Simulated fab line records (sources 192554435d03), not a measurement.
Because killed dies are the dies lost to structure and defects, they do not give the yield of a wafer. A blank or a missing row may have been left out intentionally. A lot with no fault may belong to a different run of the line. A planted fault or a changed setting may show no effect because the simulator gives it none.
Split-lot trial + flow n5 finfet + route with 1938 steps; 7 lots, 39 wafers read

## SPLIT DETAILS
At N5_BEOL_M1_PECVD_72 (deposits SiO2 from TEOS/O2, target thk 16 nm, time 18 s), the setting time s was moved away from the recipe's 18 s on 15 of the 39 wafers read, by -31.9% to +48.8%. This setting was run at the recipe's value on the other wafers.

The reading is taken at the split's own step.

## THE READING
SiO2_of_BEOL_M1_PECVD_72.thk nm (the simulator's own value, which no gauge read), in nm, at N5_BEOL_M1_PECVD_72 (deposits SiO2 from TEOS/O2, target thk 16 nm, time 18 s). No usual value for it is given in the file. Across the 24 wafers here that went through the recipe, the average is 16.0 nm and the standard deviation 0.2 nm.

| wafer  | tool, chamber at the split | time s as run, s | against the recipe | SiO2_of_BEOL_M1_PECVD_72.thk nm, nm | against lot-mates on the recipe |
|--------|----------------------------|------------------|--------------------|-------------------------------------|---------------------------------|
| L079.1 | pecvd-02, 2                | 25.52            | +41.8%             | 22.4                                | +6.5                            |
| L079.4 | pecvd-02, 2                | 25.52            | +41.8%             | 22.4                                | +6.5                            |
| L079.2 | pecvd-02, 0                | 25.52            | +41.8%             | 22                                  | +6.1                            |
| L079.3 | pecvd-02, 1,0              | 18               | recipe             | 15.8                                | -                               |
| L079.6 | pecvd-02, 1,0              | 18               | recipe             | 15.8                                | -                               |
| L079.5 | pecvd-02, 1                | 18               | recipe             | 16.2                                | -                               |
| L084.2 | pecvd-03, 1                | 18               | recipe             | 16                                  | -                               |
| L084.4 | pecvd-03, 0,2              | 18               | recipe             | 16.4                                | -                               |
| L084.5 | pecvd-03, 0,2              | 18               | recipe             | 16.4                                | -                               |
| L087.1 | pecvd-04, 0                | 26.78            | +48.8%             | 23                                  | +7.1                            |
| L087.2 | pecvd-04, 2,1              | 18               | recipe             | 15.8                                | -                               |
| L087.3 | pecvd-04, 2,1              | 18               | recipe             | 15.8                                | -                               |
| L087.4 | pecvd-04, 0                | 26.78            | +48.8%             | 23.2                                | +7.3                            |
| L087.5 | pecvd-04, 1                | 26.78            | +48.8%             | 23.8                                | +7.9                            |
| L087.6 | pecvd-04, 2                | 18               | recipe             | 16.2                                | -                               |
| L090.1 | pecvd-04, 1                | 18               | recipe             | 15.8                                | -                               |
| L090.2 | pecvd-04, 1                | 18               | recipe             | 16                                  | -                               |
| L090.3 | pecvd-04, 1                | 12.26            | -31.9%             | 11.2                                | -4.8                            |
| L090.4 | pecvd-04, 1                | 12.26            | -31.9%             | 11.2                                | -4.8                            |
| L090.5 | pecvd-04, 1                | 18               | recipe             | 16.2                                | -                               |
| L090.6 | pecvd-04, 1                | 12.26            | -31.9%             | 11                                  | -5.0                            |
| L092.1 | pecvd-02, 0                | 14.86            | -17.4%             | 13                                  | -2.9                            |
| L092.2 | pecvd-02, 1,2              | 18               | recipe             | 16                                  | -                               |
| L092.4 | pecvd-02, 1,2              | 18               | recipe             | 16                                  | -                               |
| L092.3 | pecvd-02, 2                | 18               | recipe             | 15.8                                | -                               |
| L092.5 | pecvd-02, 1                | 14.86            | -17.4%             | 13.6                                | -2.3                            |
| L092.6 | pecvd-02, 0                | 14.86            | -17.4%             | 12.8                                | -3.1                            |
| L094.1 | pecvd-02, 0                | 22.52            | +25.1%             | 19.6                                | +3.6                            |
| L094.2 | pecvd-02, 1                | 22.52            | +25.1%             | 19.8                                | +3.8                            |
| L094.3 | pecvd-02, 2                | 18               | recipe             | 15.8                                | -                               |
| L094.4 | pecvd-02, 0                | 18               | recipe             | 16                                  | -                               |
| L094.5 | pecvd-02, 2                | 18               | recipe             | 16.2                                | -                               |
| L094.6 | pecvd-02, 1                | 22.52            | +25.1%             | 20.2                                | +4.2                            |
| L096.1 | pecvd-02, 0                | 18               | recipe             | 15.6                                | -                               |
| L096.2 | pecvd-02, 1,1,0,0          | 18               | recipe             | 16                                  | -                               |
| L096.3 | pecvd-02, 1,1,0,0          | 18               | recipe             | 16                                  | -                               |
| L096.4 | pecvd-02, 1,1,0,0          | 18               | recipe             | 16                                  | -                               |
| L096.6 | pecvd-02, 1,1,0,0          | 18               | recipe             | 16                                  | -                               |
| L096.5 | pecvd-02, 1                | 18               | recipe             | 16.2                                | -                               |
Where a row lists several chambers, the file gives one row for several wafers and doesn't say which wafer went through which chamber.

THE FIT
A straight line over all 39 wafers: SiO2_of_BEOL_M1_PECVD_72.thk nm changes by +0.152 nm for each +1% of time s; r = +1.00; the points scatter about the line by 0.24 nm.
The same after taking each lot's own level away (the mean of its wafers on the recipe; 39 wafers): +0.153 nm for each +1%; r = +1.00; scatter 0.22 nm.
On that fit, the largest move of time s shifts the reading by 7.4 nm.
The span of the lots' own levels, 15.93 to 16.27 nm, comes to 1.7 times the standard deviation stated above.
Hence the lot-to-lot level has little effect on the slope; both slopes agree.
Check: with one of the wafers moved furthest among these (+48.8%) left out of the fit, the line predicts +7.49 nm for it against its lot-mates. Against them it came out at +7.07 nm.

## ADDITIONAL SPLITS CARRIED BY THESE WAFERS
Before the reading, these wafers also passed through other splits. Each is held against what the fit with the lots' levels taken away leaves over:
| other split on the same wafers               | wafers away from the commonest value | r with SiO2_of_BEOL_M1_PECVD_72.thk nm (lot level and that fit taken away) |
|----------------------------------------------|--------------------------------------|----------------------------------------------------------------------------|
| N5_FIN_SAQP_ETCH_65 time s                   | 12                                   | -0.04                                                                      |
| N5_SD_EPI_P_EPI_21 epi growth time s         | 18                                   | -0.08                                                                      |
| N5_GATE_CUT_ALD_22 ald cycles                | 12                                   | -0.08                                                                      |
| N5_MOL_CONTACT_COAG_SPUTTER_143 target thk a | 18                                   | +0.14                                                                      |

## FILE'S OWN FIT
SiO2_of_BEOL_M1_PECVD_72.thk nm changes by +0.153 nm for each +1% of time s, r = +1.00.
